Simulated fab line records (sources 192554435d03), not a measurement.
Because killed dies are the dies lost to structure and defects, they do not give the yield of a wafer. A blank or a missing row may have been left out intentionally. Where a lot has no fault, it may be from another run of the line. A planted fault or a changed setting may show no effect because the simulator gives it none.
fab line records ; flow n5-finfet
[record] lots = 9; wafers = 26; last-day = 17
route steps=1938 shown BEOL_M0_SAQP@656 BEOL_M4@1111 PASSIVATION@1936
lots that met no fault: from a run of the same line without faults
start-h: hours from the record's opening day to when the first of the lot's shown wafers began ; wait-h: time in hours since the lot's previous step ; " the same as in the row above ; L1.1+2: several wafers, shown together as one row ; - either no value or no given start ; * or withheld: withheld ; < > ~ a bound
route shown NAME@n: names a module that has steps shown in the file, with the first one's number in the route ; usual: the fault-free wafers' mean and standard deviation ; same: alike in all rows ; chamber/n: place in a boat ; sites: the reading at each site ; _std_site: how widely they spread, as a standard deviation ; _edge_site: outer sites' mean less inner sites' ; radius-mm: how far each site lies from the wafer's centre ; mask NAME#n: copy n ; behind: the tool/chamber that last shaped the wafer ; hold: why the lot was held/for how many hours/how that ended ; device: whichever transistor did not switch (one of n, p or np) ; end of line: at the end of the route, the tests of the same wafers ; for a step that has no rows: nothing shown but its recipe ; killed: dies that structure and defects cost at the first sort, which is not the same as the wafer's yield ; map: a wafer's dies, x killed, . not, _ none there
set.NAME: the setting that was run; set.NAME@STEP: the one run at that earlier step ; model.NAME: the simulator's own value behind a step, which no gauge read
steps of the route over a sample of lots; a table a step, a row a wafer
services: when a tool's chamber went out of use (start-h, in hours from the record's first day, below 0 if earlier), for how many hours, and the reason
[[steps]]
[step N5_BEOL_M0_SAQP_HM_OPEN_112]
[recipe] chemistry = CHF3/O2; target = SiO2; stop-on = a-Si; target-depth-a = 120; over-etch-frac = 1.25; mask-material = SOC; time-s = 13.5; pressure-mtorr = 30; source-w = 650; bias-w = 170; Ar_flow_sccm = 200; CHF3_flow_sccm = 50; O2_flow_sccm = 5; ion-energy-ev = 200; ends = end-point
[usual] O2_flow_sccm = 5.001/0.015; drypump-motor-current-A = 5.6/0.4; oes-product-au = 0.50/0.049; rf-vpp-V = 522/12; showerhead-plenum-p-Torr = 2.39/0.074; throttle-valve-pct = 18.96/0.26
lot.wafer;tool;chamber;start-h;wait-h;O2_flow_sccm;drypump-motor-current-A;oes-product-au;rf-hours-counter-h;rf-vpp-V;showerhead-plenum-p-Torr;throttle-valve-pct
L165.2;rie-diel-02;1;114.82;0.0;5.011;5.6;0.51;133;513;2.33;19.12
L165.5;rie-diel-02;3;114.82;0.0;5.010;5.3;0.55;-;532;2.45;18.69
L165.6;rie-diel-02;0;114.82;0.0;5.001;5.6;0.45;-;528;2.49;18.88
L168.1;rie-diel-01;1;141.83;0.0;5.010;5.3;0.50;144;543;2.29;18.87
L168.3;rie-diel-01;3;141.83;0.0;4.994;6.0;0.47;186;510;2.30;19.30
L170.1;rie-diel-03;2;155.37;0.0;4.998;5.9;0.45;246;512;2.34;19.25
L170.5;rie-diel-03;2;155.37;0.0;4.990;5.8;0.46;-;511;2.34;19.26
L170.6;rie-diel-03;3;155.37;0.0;5.003;5.2;0.50;-;501;2.32;18.98
L178.1;rie-diel-01;3;206.47;0.0;4.983;6.1;0.47;204;509;2.29;19.33
L178.4;rie-diel-01;2;206.47;0.0;4.992;6.1;0.49;161;524;2.49;18.57
L178.6;rie-diel-01;2;206.47;0.0;5.021;6.1;0.48;-;524;2.49;18.55
L179.1;rie-diel-01;0;213.66;0.0;4.988;6.4;0.48;183;543;2.39;18.65
L179.2;rie-diel-01;2;213.66;0.0;4.981;6.1;0.48;165;526;2.49;18.55
L179.3;rie-diel-01;3;213.66;0.0;5.023;6.1;0.46;208;510;2.29;19.33
L181.1;rie-diel-03;0;230.47;0.0;4.999;5.3;0.47;205;531;2.48;19.12
L181.4;rie-diel-03;2;230.47;0.0;4.991;5.9;0.62;13;513;2.33;18.78
L181.6;rie-diel-03;1;230.47;0.0;5.013;5.1;0.43;-;515;2.37;19.31
L183.1;rie-diel-01;2;231.55;0.0;5.014;6.1;0.48;173;526;2.48;18.57
L183.2;rie-diel-01;0;231.55;0.0;4.976;6.4;0.49;189;540;2.38;18.67
L183.5;rie-diel-01;0;231.55;0.0;4.978;6.4;0.49;-;540;2.38;18.64
L182.3;rie-diel-03;1;231.92;0.0;5.011;5.1;0.43;245;513;2.37;19.30
L182.4;rie-diel-03;3;231.92;0.0;4.994;5.2;0.49;166;501;2.31;19.02
L182.5;rie-diel-03;3;231.92;0.0;4.980;5.2;0.49;-;501;2.31;19.01
L184.1;rie-diel-03;1;239.18;0.0;5.001;5.1;0.43;248;515;2.37;19.29
L184.2;rie-diel-03;0;239.18;0.0;4.998;5.4;0.49;208;532;2.48;19.14
L184.5;rie-diel-03;0;239.18;0.0;5.005;5.4;0.48;-;532;2.48;19.14
[step N5_BEOL_M0_SAQP_ETCH_102]
[recipe] chemistry = CF4; target = SiO2; target-depth-a = 40; ion-energy-ev = 350; time-s = 4.4; pressure-mtorr = 10; icp-w = 800; bias-w = 400; cf4-flow-sccm = 80
[usual] drypump-motor-current-A = 5.9/0.4; oes-product-au = 0.996/0.017; throttle-valve-pct = 21.76/0.21
lot.wafer;tool;chamber;start-h;wait-h;drypump-motor-current-A;oes-product-au;rf-hours-counter-h;throttle-valve-pct
L165.2;rie-si-06;0;116.42;0.1;6.0;1.005;82;21.82
L165.5;rie-si-06;0;116.42;0.1;6.0;1.017;-;21.84
L165.6;rie-si-06;3;116.42;0.1;5.5;0.985;-;21.82
L168.1;rie-si-05;0;143.47;0.1;6.4;1.035;171;21.25
L168.3;rie-si-05;2;143.47;0.1;6.3;0.985;191;22.17
L170.1;rie-si-05;3;157.00;0.1;5.6;1.017;46;21.60
L170.5;rie-si-05;0;157.00;0.1;6.4;1.034;-;21.27
L170.6;rie-si-05;1;157.00;0.1;6.4;0.985;-;21.94
L178.1;rie-si-06;2;207.99;0.1;5.6;0.986;39;21.56
L178.4;rie-si-06;0;207.99;0.1;5.9;1.003;83;21.81
L178.6;rie-si-06;3;207.99;0.1;5.5;0.980;-;21.81
L179.1;rie-si-03;0;215.51;0.1;5.6;0.986;168;21.98
L179.2;rie-si-03;1;215.51;0.1;6.4;1.001;34;21.50
L179.3;rie-si-03;2;215.51;0.1;5.7;0.981;3;21.89
L181.1;rie-si-03;2;232.21;0.1;5.7;0.979;4;21.90
L181.4;rie-si-03;0;232.21;0.1;5.6;1.013;169;21.98
L181.6;rie-si-03;0;232.21;0.1;5.6;1.005;-;21.98
L183.1;rie-si-05;1;233.85;0.1;6.4;0.991;71;21.94
L183.2;rie-si-05;2;233.85;0.1;6.2;0.997;1;21.67
L183.5;rie-si-05;3;233.85;0.1;5.6;1.016;-;21.62
L182.3;rie-si-06;2;233.90;0.1;5.6;0.991;40;21.55
L182.4;rie-si-06;1;233.90;0.1;6.3;0.987;145;21.88
L182.5;rie-si-06;2;233.90;0.1;5.6;1.001;-;21.55
L184.1;rie-si-05;0;241.28;0.1;6.4;1.039;172;21.28
L184.2;rie-si-05;3;241.28;0.1;5.6;1.009;48;21.61
L184.5;rie-si-05;1;241.28;0.1;6.4;0.999;-;21.94
[step N5_BEOL_M0_SAQP_SPACER2_ALD_26]
[recipe] material = SiO2; target-thk-a = 150; temp-c = 300; ald-precursor-family = BDEAS; ald-co-reactant = O2-plasma; pulse-time-s = 1; purge-time-s = 2; co-reactant-purge-time-s = 2; pressure-torr = 2
[usual] heater-power-w = 474/46; precursor-pulse-height-rel = 1.002/0.022
[same] co-reactant-purge-time-s = 2
lot.wafer;tool;chamber;start-h;wait-h;heater-power-w;precursor-pulse-height-rel
L165.2;ald-sin-03;3;117.31;0.1;475;1.001
L165.5;ald-sin-03;2;117.31;0.1;389;1.024
L165.6;ald-sin-03;1;117.31;0.1;535;0.995
L168.1;ald-sin-04;1;144.33;0.1;474;1.017
L168.3;ald-sin-04;2;144.33;0.1;378;1.005
L170.1;ald-sin-03;0;157.86;0.1;501;0.973
L170.5;ald-sin-03;1;157.86;0.1;536;1.010
L170.6;ald-sin-03;2;157.86;0.1;393;1.010
L178.1;ald-sin-02;0;210.18;1.4;510;1.016
L178.4;ald-sin-02;2;210.18;1.4;474;0.989
L178.6;ald-sin-02;1;210.18;1.4;430;0.949
L179.1;ald-sin-04;3;216.40;0.1;473;0.948
L179.2;ald-sin-04;0;216.40;0.1;511;0.984
L179.3;ald-sin-04;2;216.40;0.1;391;1.008
L181.1;ald-sin-02;0;233.43;0.1;509;1.023
L181.4;ald-sin-02;1;233.43;0.1;418;0.986
L181.6;ald-sin-02;3;233.43;0.1;504;0.986
L183.1;ald-sin-02;1;235.18;0.1;432;1.021
L183.2;ald-sin-02;0;235.18;0.1;508;0.992
L183.5;ald-sin-02;1;235.18;0.1;429;0.989
L182.3;ald-sin-03;1;235.25;0.1;537;0.994
L182.4;ald-sin-03;0;235.25;0.1;516;1.016
L182.5;ald-sin-03;0;235.25;0.1;510;0.992
L184.1;ald-sin-04;1;242.14;0.1;476;1.017
L184.2;ald-sin-04;0;242.14;0.1;515;0.978
L184.5;ald-sin-04;2;242.14;0.1;393;1.029
[step N5_BEOL_M0_SAQP_SPACER2_ETCHBACK_27]
[recipe] chemistry = CHF3/O2; mode = anisotropic-etchback; target = SiO2; target-depth-a = 225; time-s = 11.25; pressure-mtorr = 30; source-w = 650; bias-w = 170; Ar_flow_sccm = 200; CHF3_flow_sccm = 50; O2_flow_sccm = 5; ion-energy-ev = 200
[usual] CHF3_flow_sccm = 50.01/0.15; O2_flow_sccm = 4.999/0.015; drypump-motor-current-A = 5.7/0.41; oes-product-au = 0.76/0.069; rf-vpp-V = 524/12; showerhead-plenum-p-Torr = 2.39/0.073; throttle-valve-pct = 18.98/0.26
lot.wafer;tool;chamber;start-h;wait-h;CHF3_flow_sccm;O2_flow_sccm;drypump-motor-current-A;oes-product-au;rf-hours-counter-h;rf-vpp-V;showerhead-plenum-p-Torr;throttle-valve-pct
L165.2;rie-diel-01;3;117.86;0.3;50.10;4.980;6.1;0.74;177;510;2.30;19.34
L165.5;rie-diel-01;0;117.86;0.3;50.19;4.989;6.4;0.75;-;541;2.40;18.65
L165.6;rie-diel-01;3;117.86;0.3;49.92;4.991;6.1;0.74;-;510;2.30;19.34
L168.1;rie-diel-01;0;144.88;0.3;49.94;4.996;6.4;0.75;161;539;2.39;18.67
L168.3;rie-diel-01;3;144.88;0.3;50.06;5.016;6.1;0.74;187;509;2.29;19.36
L170.1;rie-diel-01;0;158.41;0.3;49.95;4.990;6.4;0.75;165;540;2.39;18.67
L170.5;rie-diel-01;1;158.41;0.3;49.97;5.001;5.3;0.76;-;545;2.29;18.94
L170.6;rie-diel-01;0;158.41;0.3;49.90;5.002;6.4;0.76;-;541;2.39;18.67
L178.1;rie-diel-02;0;210.73;0.3;-;-;-;-;-;-;-;-
L178.4;rie-diel-02;1;210.73;0.3;-;-;-;-;-;-;-;-
L178.6;rie-diel-02;3;210.73;0.3;-;-;-;-;-;-;-;-
L179.1;rie-diel-01;0;216.95;0.3;-;-;-;-;-;-;-;-
L179.2;rie-diel-01;2;216.95;0.3;-;-;-;-;-;-;-;-
L179.3;rie-diel-01;3;216.95;0.3;-;-;-;-;-;-;-;-
L181.1;rie-diel-01;2;234.25;0.6;49.97;5.016;6.1;0.73;174;526;2.48;18.63
L181.4;rie-diel-01;1;234.25;0.6;49.89;4.989;5.3;0.74;171;543;2.28;18.99
L181.6;rie-diel-01;1;234.25;0.6;49.82;5.010;5.3;0.74;-;544;2.28;18.99
L183.1;rie-diel-01;0;235.73;0.3;50.23;5.012;6.4;0.74;191;539;2.38;18.73
L183.2;rie-diel-01;2;235.73;0.3;50.15;5.008;6.1;0.73;174;527;2.48;18.63
L183.5;rie-diel-01;1;235.73;0.3;50.17;5.017;5.3;0.75;-;544;2.28;18.99
L182.3;rie-diel-03;3;235.80;0.3;50.08;5.004;5.2;0.74;168;501;2.31;19.07
L182.4;rie-diel-03;0;235.80;0.3;50.05;4.973;5.4;0.72;207;530;2.48;19.18
L182.5;rie-diel-03;2;235.80;0.3;49.93;4.989;5.9;0.97;-;512;2.33;18.87
L184.1;rie-diel-02;2;242.71;0.3;50.20;5.007;5.9;0.73;160;520;2.41;19.01
L184.2;rie-diel-02;1;242.71;0.3;50.09;5.011;5.6;0.76;162;511;2.32;19.23
L184.5;rie-diel-02;2;242.71;0.3;50.03;4.994;5.9;0.73;-;521;2.41;19.03
[step N5_BEOL_M4_RC_MEAS_101]
[usual] DIBL_N = 35.3/2.5; DIBL_P = 35/3.3; IOFF_N = 0.15/0.049; IOFF_P = 0.20/0.056; ION_N = 673/16; ION_P = 462/10; SS_N = 71.2/0.85; SS_P = 73.0/0.97; VT_N = 252/4.9; VT_P = -251/5
lot.wafer;tool;chamber;start-h;wait-h;DIBL_N[mV/V];DIBL_P[mV/V];IOFF_N[nA/um];IOFF_P[nA/um];ION_N[uA/um];ION_P[uA/um];SS_N[mV/dec];SS_P[mV/dec];VT_N[mV];VT_P[mV]
L165.2;prober-02;0;195.20;0.2;40.5;41;0.25;0.29;710;483;72.2;74.0;244;-246
L165.5;prober-02;0;195.20;0.2;36.0;35;0.13;0.17;677;464;70.9;73.0;252;-254
L165.6;prober-02;0;195.20;0.2;39.7;40;0.21;0.25;681;463;72.3;73.7;248;-248
L168.1;prober-02;0;198.92;0.0;35.2;35;0.13;0.17;662;449;71.6;72.9;250;-253
L168.3;prober-02;0;198.92;0.0;32.3;32;0.09;0.13;655;454;70.1;73.1;256;-257
L170.1;prober-02;0;219.74;0.0;35.6;35;0.14;0.20;668;464;70.9;72.9;249;-250
L170.5;prober-02;0;219.74;0.0;35.7;36;0.16;0.22;683;473;71.1;72.1;247;-251
L170.6;prober-02;0;219.74;0.0;36.1;36;0.15;0.21;683;470;71.6;72.9;252;-248
L183.1;prober-02;0;292.19;0.0;33.8;33;0.11;0.15;667;458;70.2;71.5;254;-256
L183.2;prober-02;0;292.19;0.0;34.3;34;0.11;0.15;678;467;70.8;71.8;258;-253
L183.5;prober-02;0;292.19;0.0;33.3;32;0.11;0.14;684;468;69.6;71.5;256;-257
L181.1;prober-01;0;292.35;0.0;34.7;35;0.12;0.18;676;471;70.4;72.4;255;-254
L181.4;prober-01;0;292.35;0.0;35.7;36;0.15;0.20;675;468;71.0;72.7;252;-253
L181.6;prober-01;0;292.35;0.0;31.3;31;0.09;0.13;652;453;69.6;72.6;257;-257
L182.3;prober-01;0;297.24;0.3;32.7;32;0.11;0.16;684;473;70.2;73.0;255;-254
L182.4;prober-01;0;297.24;0.3;33.0;33;0.11;0.18;658;462;70.7;73.1;253;-250
L182.5;prober-01;0;297.24;0.3;33.1;32;0.10;0.16;666;462;70.4;72.7;260;-253
L184.1;prober-02;0;312.37;0.0;31.1;28;0.07;0.10;644;447;69.2;71.7;262;-261
L184.2;prober-02;0;312.37;0.0;34.4;30;0.10;0.12;640;434;70.3;71.8;260;-260
L184.5;prober-02;0;312.37;0.0;34.5;32;0.11;0.13;672;461;70.5;72.5;254;-258
[step N5_PASSIVATION_PROBE_49]
[usual] defect-limited-yield = 91.3/1.4; killed_at_M0_to_M3 = 33/9.9; killed_at_M4_up = 15/5.6; killed-at-contacts = 13/5.7; killed-at-front-end = 38/12; killed-at-other = 4/3.1; killed-dies = 103/17; killed-on-rim = 13/4; killed-open = 66/13; killed-short = 32/7.8; sort_bin_5_function = 5.1/0.95; sort_bin_6_memory = 3.2/0.68; sort_bin_8_speed = 0.02/0.22; sort-n-pass = 1077/17; sort-yield-pct = 91.3/1.5
[same] gross-dies = 1180; killed-at-back-side = 0; sort_bin_4_leakage[%] = 0
lot.wafer;tool;chamber;start-h;wait-h;defect-limited-yield[%];killed_at_M0_to_M3;killed_at_M4_up;killed-at-contacts;killed-at-front-end;killed-at-other;killed-dies;killed-on-rim;killed-open;killed-short;sort_bin_5_function[%];sort_bin_6_memory[%];sort_bin_8_speed[%];sort-n-pass;sort-yield-pct[%]
L165.2;prober-02;-;299.49;0.1;88.9;50;18;13;47;3;131;13;83;45;7.8;3.1;0;1049;88.9
L165.5;prober-02;-;299.64;0.2;92.1;49;15;8;17;4;93;10;57;32;4.6;3.1;0;1087;92.1
L165.6;prober-02;-;299.69;0.3;90.5;56;5;13;35;3;112;17;71;37;6.0;3.0;0;1068;90.5
L170.1;prober-01;-;324.85;0.0;91.3;25;13;12;51;2;103;11;77;25;4.8;3.6;0;1077;91.3
L170.5;prober-01;-;325.05;0.2;92.4;25;25;7;31;2;90;12;60;28;4.5;3.0;0;1090;92.4
L170.6;prober-01;-;325.10;0.3;92.7;26;24;6;26;4;86;8;55;30;4.3;2.8;0;1094;92.7
L178.1;prober-01;-;371.55;0.0;0;1124;16;13;25;2;1180;152;63;26;97.5;2.5;0;0;0
L178.4;prober-01;-;371.70;0.2;0;1130;11;4;35;0;1180;152;56;21;97.5;2.5;0;0;0
L178.6;prober-01;-;371.80;0.3;0;1113;10;2;53;2;1180;152;71;32;96.4;3.5;0;0;0
L179.1;prober-01;-;379.81;0.0;0;1105;25;5;41;4;1180;152;88;33;94.6;5.1;0;0;0
L179.2;prober-01;-;379.86;0.1;0;1108;16;4;50;2;1180;152;70;35;96.7;3.2;0;0;0
L179.3;prober-01;-;379.91;0.1;0;1107;16;9;47;1;1180;152;68;28;96.1;3.6;0;0;0
L183.1;prober-02;-;399.95;0.0;92.8;14;11;5;50;5;85;5;42;31;3.6;2.9;0;1095;92.8
L183.2;prober-02;-;400.00;0.1;90.4;37;18;16;38;4;113;12;62;46;5.4;3.9;0;1067;90.4
L183.5;prober-02;-;400.15;0.2;91.9;25;13;18;33;6;95;12;61;30;4.7;3.0;0;1085;91.9
L182.3;prober-01;-;408.24;0.1;90.8;27;15;10;55;2;109;10;71;30;4.8;3.9;0;1071;90.8
L182.4;prober-01;-;408.29;0.2;88.1;40;22;7;67;5;141;20;93;42;7.0;4.3;0;1039;88.1
L182.5;prober-01;-;408.34;0.2;91.1;28;19;4;49;5;105;11;67;35;5.9;2.9;0;1075;91.1
// killed by level:class
L165.2 BEOL_M2:geometric-particle:open=13 STI_FIN_REVEAL:geometric-particle:open=11 BEOL_M1:geometric-particle:open=10 MOL_CONTACT_COAG:geometric-particle:open=8 BEOL_M0_SAQP:geometric-particle:short=8 FIN_SAQP:geometric-particle:open=6 FIN_SAQP:geometric-particle:short=6 MOL_CONTACT_COAG:geometric-particle:short=5
L165.5 BEOL_M0_SAQP:geometric-particle:short=13 BEOL_M2:geometric-particle:open=12 BEOL_M0_SAQP:geometric-particle:open=7 MOL_CONTACT_COAG:geometric-particle:open=5 BEOL_M3:geometric-particle:open=5 BEOL_M4:geometric-particle:open=4 FIN_SAQP:geometric-particle:open=3 STI_FIN_REVEAL:geometric-particle:open=3
L165.6 BEOL_M0_SAQP:geometric-particle:open=19 BEOL_M0_SAQP:geometric-particle:short=12 MOL_CONTACT_COAG:geometric-particle:open=11 BEOL_M2:geometric-particle:open=10 STI_FIN_REVEAL:geometric-particle:open=6 BEOL_M1:geometric-particle:open=5 BEOL_M3:geometric-particle:open=5 FIN_SAQP:geometric-particle:short=4
L170.1 FIN_SAQP:geometric-particle:open=26 BEOL_M3:geometric-particle:open=10 MOL_CONTACT_COAG:geometric-particle:open=8 BEOL_M5:geometric-particle:open=7 FIN_SAQP:geometric-particle:short=6 BEOL_M2:geometric-particle:open=5 MOL_CONTACT_COAG:geometric-particle:short=4 GATE_CUT:geometric-particle:short=3
L170.5 BEOL_M4:geometric-particle:open=11 FIN_SAQP:geometric-particle:open=9 FIN_SAQP:geometric-particle:short=9 BEOL_M2:geometric-particle:open=6 MOL_CONTACT_COAG:geometric-particle:open=5 BEOL_M0_SAQP:geometric-particle:short=5 BEOL_M3:geometric-particle:open=5 STARTING-WAFER:geometric-particle:open=5
L170.6 BEOL_M4:geometric-particle:open=15 GATE_CUT:geometric-particle:open=5 BEOL_M0_SAQP:geometric-particle:short=5 FIN_SAQP:geometric-particle:short=4 GATE_CUT:geometric-particle:short=4 MOL_CONTACT_COAG:geometric-particle:open=4 BEOL_M0_SAQP:geometric-particle:open=4 BEOL_M0:geometric-particle:short=4
L178.1 BEOL_M0_SAQP:area-etchback=1091 MOL_CONTACT_COAG:geometric-particle:open=11 BEOL_M4:geometric-particle:open=10 STI_FIN_REVEAL:geometric-particle:open=8 BEOL_M1:geometric-particle:open=8 FIN_SAQP:geometric-particle:open=6 BEOL_M0_SAQP:geometric-particle:short=5 BEOL_M2:geometric-particle:open=5
L178.4 BEOL_M0_SAQP:area-etchback=1103 FIN_SAQP:geometric-particle:open=10 BEOL_M1:geometric-particle:open=10 FIN_SAQP:geometric-particle:short=6 BEOL_M0_SAQP:geometric-particle:open=5 BEOL_M4:geometric-particle:open=5 BEOL_M0_SAQP:geometric-particle:short=4 BEOL_M3:geometric-particle:open=4
L178.6 BEOL_M0_SAQP:area-etchback=1077 STI_FIN_REVEAL:geometric-particle:open=18 FIN_SAQP:geometric-particle:open=10 BEOL_M1:geometric-particle:open=10 BEOL_M3:geometric-particle:open=7 GATE_CUT:geometric-particle:open=5 BEOL_M0_SAQP:geometric-particle:open=5 BEOL_M0_SAQP:geometric-particle:short=5
L179.1 BEOL_M0_SAQP:area-etchback=1058 BEOL_M2:geometric-particle:open=15 BEOL_M4:geometric-particle:open=11 STI_FIN_REVEAL:geometric-particle:open=10 BEOL_M0:geometric-particle:open=10 BEOL_M0_SAQP:geometric-particle:open=8 FIN_SAQP:geometric-particle:short=7 BEOL_M5:geometric-particle:open=6
L179.2 BEOL_M0_SAQP:area-etchback=1075 STI_FIN_REVEAL:geometric-particle:open=21 BEOL_M4:geometric-particle:open=10 DUMMY_GATE:geometric-particle:open=9 BEOL_M1:geometric-particle:short=6 BEOL_M1:geometric-particle:open=6 BEOL_M2:geometric-particle:open=6 STARTING-WAFER:geometric-particle:short=6
L179.3 BEOL_M0_SAQP:area-etchback=1080 BEOL_M2:geometric-particle:open=17 STI_FIN_REVEAL:geometric-particle:open=9 GATE_CUT:geometric-particle:open=7 MOL_CONTACT_COAG:geometric-particle:open=7 BEOL_M4:geometric-particle:open=7 GATE_CUT:geometric-particle:short=5 FIN_SAQP:geometric-particle:short=4
L183.1 FIN_SAQP:geometric-particle:open=12 FIN_SAQP:geometric-particle:short=10 HKMG_FIN:area-etch=8 BEOL_M3:geometric-particle:open=6 MOL_CONTACT_COAG:geometric-particle:open=4 BEOL_M0_SAQP:geometric-particle:short=4 STARTING-WAFER:geometric-particle:short=4 DUMMY_GATE:geometric-particle:short=3
L183.2 MOL_CONTACT_COAG:geometric-particle:open=13 FIN_SAQP:geometric-particle:short=9 BEOL_M0_SAQP:geometric-particle:short=9 FIN_SAQP:geometric-particle:open=8 BEOL_M3:geometric-particle:open=8 GATE_CUT:geometric-particle:short=6 BEOL_M4:geometric-particle:open=6 BEOL_M0:geometric-particle:open=5
L183.5 MOL_CONTACT_COAG:geometric-particle:open=17 FIN_SAQP:geometric-particle:open=11 BEOL_M3:geometric-particle:open=9 GATE_CUT:geometric-particle:short=6 BEOL_M0_SAQP:geometric-particle:short=6 BEOL_M5:geometric-particle:open=6 FIN_SAQP:geometric-particle:short=5 STARTING-WAFER:geometric-particle:open=3
L182.3 FIN_SAQP:geometric-particle:open=12 BEOL_M1:geometric-particle:open=10 STI_FIN_REVEAL:geometric-particle:open=9 BEOL_M4:geometric-particle:open=8 FIN_SAQP:geometric-particle:short=7 MOL_CONTACT_COAG:geometric-particle:open=7 DUMMY_GATE:geometric-particle:open=6 BEOL_M0_SAQP:geometric-particle:short=6
L182.4 FIN_SAQP:geometric-particle:open=26 BEOL_M0_SAQP:geometric-particle:short=11 BEOL_M5:geometric-particle:open=10 BEOL_M1:geometric-particle:open=8 BEOL_M3:geometric-particle:open=7 BEOL_M4:geometric-particle:open=7 FIN_SAQP:geometric-particle:short=6 STI_FIN_REVEAL:geometric-particle:open=6
L182.5 FIN_SAQP:geometric-particle:open=20 BEOL_M2:geometric-particle:open=10 FIN_SAQP:geometric-particle:short=8 BEOL_M0_SAQP:geometric-particle:short=6 BEOL_M1:geometric-particle:open=6 STI_FIN_REVEAL:geometric-particle:short=5 BEOL_M4:geometric-particle:open=5 MOL_CONTACT_COAG:geometric-particle:open=3
[[services]]
tool;chamber;start-h;hours;kind
rie-si-05;0;91.17;9.4;repair
ald-sin-03;-;95.80;0.5;repair
rie-diel-03;3;101.29;10.9;repair
rie-diel-01;-;109.57;5.3;repair
rie-diel-01;1;126.45;15.1;repair
rie-si-03;2;137.33;9.0;repair
ald-sin-03;3;142.01;13.5;repair
rie-diel-03;3;146.00;3.7;repair
rie-diel-03;2;173.35;-;clean
rie-diel-03;2;173.35;-;consumable-replace:focus-ring
rie-diel-03;2;173.35;19.9;scheduled-down
rie-si-06;2;176.00;10.6;repair
ald-sin-04;-;188.60;1.9;repair
rie-diel-01;1;197.73;6.1;repair
ald-sin-04;2;200.11;3.1;repair
ald-sin-03;3;206.32;3.6;repair
ald-sin-03;-;207.72;6.0;pm
rie-si-03;0;209.00;6.2;repair
rie-diel-01;1;210.44;1.8;repair
ald-sin-02;1;211.30;8.4;repair
rie-diel-02;-;212.13;28.1;pm
rie-si-06;0;225.75;1.0;repair
ald-sin-02;2;231.02;9.1;repair
rie-si-06;0;236.66;3.4;repair
[[key]]
[first-sign] step = N5_BEOL_M0_SAQP_SPACER2_ETCHBACK_27; reading = tool-record; direction = missing
[effect] step = N5_PASSIVATION_PROBE_49; reading = killed_at_M0_to_M3; direction = up; sigmas = 99+; usual = 33; struck = 1114
[more-kills-born-at] N5_BEOL_M0_SAQP_SPACER2_ETCHBACK_27@rie-diel-02 = 3271; N5_BEOL_M0_SAQP_SPACER2_ETCHBACK_27@rie-diel-01 = 3212
met-at N5_BEOL_M0_SAQP_SPACER2_ETCHBACK_27
struck-lots L178,L179
later-rows-left-out L178.1,L178.4,L178.6,L179.1,L179.2,L179.3
not-acting-at N5_BEOL_M0_SAQP_HM_OPEN_112,N5_BEOL_M0_SAQP_ETCH_102,N5_BEOL_M0_SAQP_SPACER2_ALD_26
onset-between 158.41 210.73
[fault] kind = skipped-step-whole; tool = rie-diel-01,rie-diel-02; chamber = -; onset-h = 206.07; steps = N5_BEOL_M0_SAQP_SPACER2_ETCHBACK_27; scope = struck-lots-only
// later-rows-left-out: the simulator's readings of these wafers behind a module that went badly wrong aren't trusted and aren't shown, but for the sort
